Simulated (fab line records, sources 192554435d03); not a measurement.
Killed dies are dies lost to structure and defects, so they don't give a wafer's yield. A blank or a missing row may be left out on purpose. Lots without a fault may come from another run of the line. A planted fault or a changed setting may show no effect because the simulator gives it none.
Chamber matching | flow n5_finfet | N5_BEOL_M6_CURE_74 on uv_cure-03: 3 sister chambers
The step cures SiCOH lowk, time 240 s. 3 wafers are shown with their chamber, then 11 later ones without.

WAFERS WITH THEIR CHAMBER
wafer  | chamber | wafer_temp_C_max
L074.6 | 2       | 386.4
L085.6 | 1       | 387.4
L087.1 | 0       | 388.6

WAFERS WITHOUT THEIR CHAMBER
wafer  | wafer_temp_C_max
L087.2 | 387.1
L087.5 | 387.9
L086.2 | 385.9
L086.4 | 386.0
L086.5 | 386.5
L091.2 | 386.6
L091.5 | 387.1
L091.6 | 386.7
L095.2 | 387.0
L095.5 | 387.2
L095.6 | 387.1

WHICH CHAMBER EACH WENT THROUGH
wafer  | from the rows above     | in truth
L087.2 | can't be placed: 1 or 2 | 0
L087.5 | can't be placed: 1 or 0 | 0
L086.2 | 2                       | 2
L086.4 | 2                       | 2
L086.5 | 2                       | 2
L091.2 | can't be placed: 2 or 1 | 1
L091.5 | can't be placed: 1 or 2 | 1
L091.6 | can't be placed: 2 or 1 | 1
L095.2 | can't be placed: 1 or 2 | 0
L095.5 | can't be placed: 1 or 2 | 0
L095.6 | can't be placed: 1 or 2 | 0
Placed correctly: 3 of 11. Can't be placed from these rows: 8 (the true chamber is among the candidates in 4). Placed wrongly: 0.
How it was worked out, from the rows above alone: a wafer's distance from a chamber is the root of the sum, over the readings, of the square of ((its reading less the chamber's mean) divided by the reading's scatter). The wafer belongs to the nearest chamber; if the next one is less than 2 further off, it can't be placed. A chamber's mean is the mean of its shown wafers. The scatter: with one shown wafer a chamber, the root of the mean of the squares of how far each hidden wafer lies from its nearest shown one.
